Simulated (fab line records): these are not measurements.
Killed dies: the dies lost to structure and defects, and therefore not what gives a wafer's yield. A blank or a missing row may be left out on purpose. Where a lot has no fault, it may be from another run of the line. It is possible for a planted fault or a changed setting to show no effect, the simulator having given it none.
Which tool was responsible? | flow n5_finfet | 10 lots, 30 wafers sampled, at 6 steps of a route of 1938

## WHAT EACH GAUGE READ, for each wafer
N5_SD_EPI_P_INSPECT_26: inspects for defects (darkfield).
lot  | measured    | on                | raw_defect_count
L172 | day 4 01:01 | defect_inspect-02 | 193 200 249
L173 | day 4 06:07 | defect_inspect-02 | 198 159 167
L178 | day 5 11:43 | defect_inspect-01 | 125 124 120
L179 | day 5 22:57 | defect_inspect-01 | 142 166 129
L180 | day 6 05:55 | defect_inspect-01 | 1474 1308 1398
L181 | day 6 15:29 | defect_inspect-02 | 1512 1420 1426
L189 | day 8 06:04 | defect_inspect-02 | 153 222 180
L190 | day 8 13:30 | defect_inspect-02 | 200 192 170
L191 | day 8 18:10 | defect_inspect-01 | 159 169 201
L192 | day 9 00:43 | defect_inspect-01 | 171 165 196

N5_SD_ACTIVATION_RS_MEAS_03: measurement is done with a four-point probe.
lot  | measured    | on            | RS_SD_N (ohm/sq)  | RS_SD_P (ohm/sq)
L172 | day 4 01:32 | film_metro-01 | 21.98 21.88 22.12 | 55.4 56.4 55.5
L173 | day 4 06:53 | film_metro-02 | 21.46 22.07 21.89 | 56.8 56.6 57.1
L178 | day 5 12:10 | film_metro-01 | 22.05 21.57 21.67 | 56.5 55.9 56.2
L179 | day 5 23:37 | film_metro-02 | 22.36 21.81 22.07 | 56.3 56.2 56.2
L189 | day 8 06:29 | film_metro-02 | 21.92 22.13 21.74 | 55.9 54.7 55.7
L190 | day 8 14:02 | film_metro-02 | 22.22 22.21 22.02 | 55.7 54.8 54.9
L191 | day 8 18:37 | film_metro-02 | 22.48 22.12 21.65 | 55.2 55.5 54.2
L192 | day 9 01:11 | film_metro-01 | 21.93 21.90 22.16 | 53.3 53.7 54.7

N5_SD_ACTIVATION_INSPECT_02: inspects for defects (darkfield).
lot  | measured    | on                | raw_defect_count
L172 | day 4 01:49 | defect_inspect-02 | 193 187 236
L173 | day 4 07:12 | defect_inspect-02 | 197 163 165
L178 | day 5 12:29 | defect_inspect-01 | 123 120 122
L179 | day 5 23:56 | defect_inspect-01 | 151 173 137
L189 | day 8 06:49 | defect_inspect-01 | 149 212 175
L190 | day 8 14:21 | defect_inspect-02 | 187 197 170
L191 | day 8 18:55 | defect_inspect-02 | 161 169 218
L192 | day 9 01:28 | defect_inspect-02 | 172 183 220

N5_BEOL_M4_RC_MEAS_101.
lot  | measured     | on        | DIBL_N (mV/V)  | DIBL_P (mV/V)  | IOFF_N (nA/um) | IOFF_P (nA/um) | ION_N (uA/um) | ION_P (uA/um) | SS_N (mV/dec)  | SS_P (mV/dec)  | VT_N (mV)   | VT_P (mV)
L172 | day 8 08:05  | prober-01 | 38.7 37.0 35.7 | 41.7 39.1 36.9 | 0.22 0.16 0.14 | 0.27 0.20 0.18 | 674 664 645   | 463 454 445   | 72.6 73.0 72.5 | 75.0 73.4 73.1 | 248 254 256 | -248 -251 -253
L173 | day 8 19:19  | prober-02 | 37.0 37.2 36.3 | 36.5 36.3 36.4 | 0.17 0.19 0.18 | 0.25 0.25 0.25 | 665 675 685   | 462 467 473   | 71.7 72.0 71.3 | 73.2 73.1 73.8 | 249 245 244 | -244 -246 -247
L178 | day 10 00:00 | prober-02 | 38.4 38.6 42.0 | 38.6 38.4 41.3 | 0.21 0.21 0.31 | 0.24 0.25 0.29 | 705 695 695   | 469 471 463   | 72.5 72.0 73.7 | 73.6 73.5 75.1 | 246 244 243 | -246 -246 -246
L179 | day 10 03:26 | prober-01 | 36.7 36.6 36.5 | 37.4 37.3 36.7 | 0.17 0.16 0.15 | 0.20 0.20 0.20 | 681 673 662   | 467 464 454   | 71.9 71.7 71.5 | 74.2 73.3 73.5 | 252 252 254 | -252 -256 -253
L189 | day 13 08:39 | prober-01 | 39.6 37.1 37.6 | 42.4 39.0 39.3 | 0.21 0.16 0.15 | 0.29 0.22 0.22 | 678 670 666   | 466 467 452   | 72.8 71.3 72.0 | 73.9 73.5 73.6 | 247 250 251 | -248 -248 -249
L190 | day 13 12:13 | prober-01 | 36.6 36.6 37.1 | 36.0 35.7 36.4 | 0.14 0.15 0.16 | 0.21 0.21 0.21 | 662 669 672   | 460 464 461   | 72.5 71.4 71.9 | 72.9 73.2 73.1 | 251 253 251 | -250 -249 -250
L191 | day 13 14:22 | prober-02 | 36.6 39.4 38.0 | 36.8 40.1 38.7 | 0.13 0.18 0.15 | 0.17 0.21 0.19 | 658 662 664   | 447 452 454   | 71.6 72.6 71.6 | 73.4 73.8 74.3 | 256 249 253 | -257 -251 -254
L192 | day 14 10:43 | prober-02 | 35.5 36.0 35.8 | 34.4 35.2 34.2 | 0.15 0.16 0.14 | 0.20 0.22 0.20 | 675 678 664   | 467 466 461   | 72.0 71.8 71.2 | 73.6 73.5 73.1 | 250 246 251 | -250 -249 -252

## WHICH TOOL RAN EACH LOT (tool, then ch and the chambers of the sampled wafers, then the start)
lot  | N5_SD_EPI_P_STRIP_50              | N5_ILD0_CMP_07
L172 | rie_diel-06 ch 1,2, day 3 21:56   | cmp-02 ch 1,2, day 4 05:11
L173 | rie_diel-04 ch 2,3, day 4 02:13   | cmp-01 ch 1,3, day 4 09:59
L178 | rie_diel-02 ch 0,2,3, day 5 08:40 | cmp-01 ch 1,2,3, day 5 15:31
L179 | rie_diel-04 ch 0,1,2, day 5 19:03 | cmp-04 ch 1,2,3, day 6 03:07
L180 | rie_diel-04 ch 0,1,2, day 6 00:53 | -
L181 | rie_diel-02 ch 1,2, day 6 10:21   | -
L189 | rie_diel-04 ch 0,2,3, day 8 02:58 | cmp-02 ch 1,2, day 8 10:14
L190 | rie_diel-06 ch 0,2,3, day 8 09:34 | cmp-04 ch 0,1,2, day 8 18:24
L191 | rie_diel-04 ch 0,2,3, day 8 15:05 | cmp-01 ch 0,2, day 8 22:11
L192 | rie_diel-02 ch 0,2, day 8 21:39   | cmp-04 ch 0,1, day 9 04:34
- N5_SD_EPI_P_STRIP_50: strips in CHF3/O2.
- N5_ILD0_CMP_07: polishes SiO2 flowable, stops on poly-Si, t overpolish 1.18 s, target thk 138.88 nm.

## AS READ BY THE TOOLS THEMSELVES (means over the sampled wafers that have a number; for cases with no such wafer, the mark the record gives instead)
N5_ILD0_CMP_07.
lot  | tool   | motor_current_A (A)
L172 | cmp-02 | 12.0
L173 | cmp-01 | 13.3
L178 | cmp-01 | 13.2
L179 | cmp-04 | 12.0
L189 | cmp-02 | 12.1
L190 | cmp-04 | 11.0
L191 | cmp-01 | 12.5
L192 | cmp-04 | 11.1

## THE ANSWER, worked out from the rows above alone
Rule: usual is defined by the lots themselves. The widest of any qualifying gaps counts: lots, ordered by their means at a reading, are off when they make up no more than a third of the lots, leave a main group of 4 or more, and stand apart from it by 3 or more times the standard deviation of that group's means. If all means in a main group match to the digits the tables above print for the reading, that group is not used. A lot without any number at a reading at which 4 lots or more have one is off too. Any other lot the step has rows for is counted as sound. Order of review: gauges by route order, followed by the tools' own readings, for which a lot's mean as printed above is used. The first step at which some lot is off is used, and at that step the reading that is off furthest; a lot without a number counts as furthest.
Off at N5_SD_EPI_P_INSPECT_26 (raw_defect_count): L180, L181. Mean 173 and standard deviation 26 in the main group.
If a tool, at a process step before that reading, ran all the lots that are off and no sound lot after the first of them, it fits. Gauges at N5_SD_EPI_P_INSPECT_26: tried the same way as those tools. Not one of the candidates tried fits.

## WHAT WAS PUT IN BY THE SIMULATOR
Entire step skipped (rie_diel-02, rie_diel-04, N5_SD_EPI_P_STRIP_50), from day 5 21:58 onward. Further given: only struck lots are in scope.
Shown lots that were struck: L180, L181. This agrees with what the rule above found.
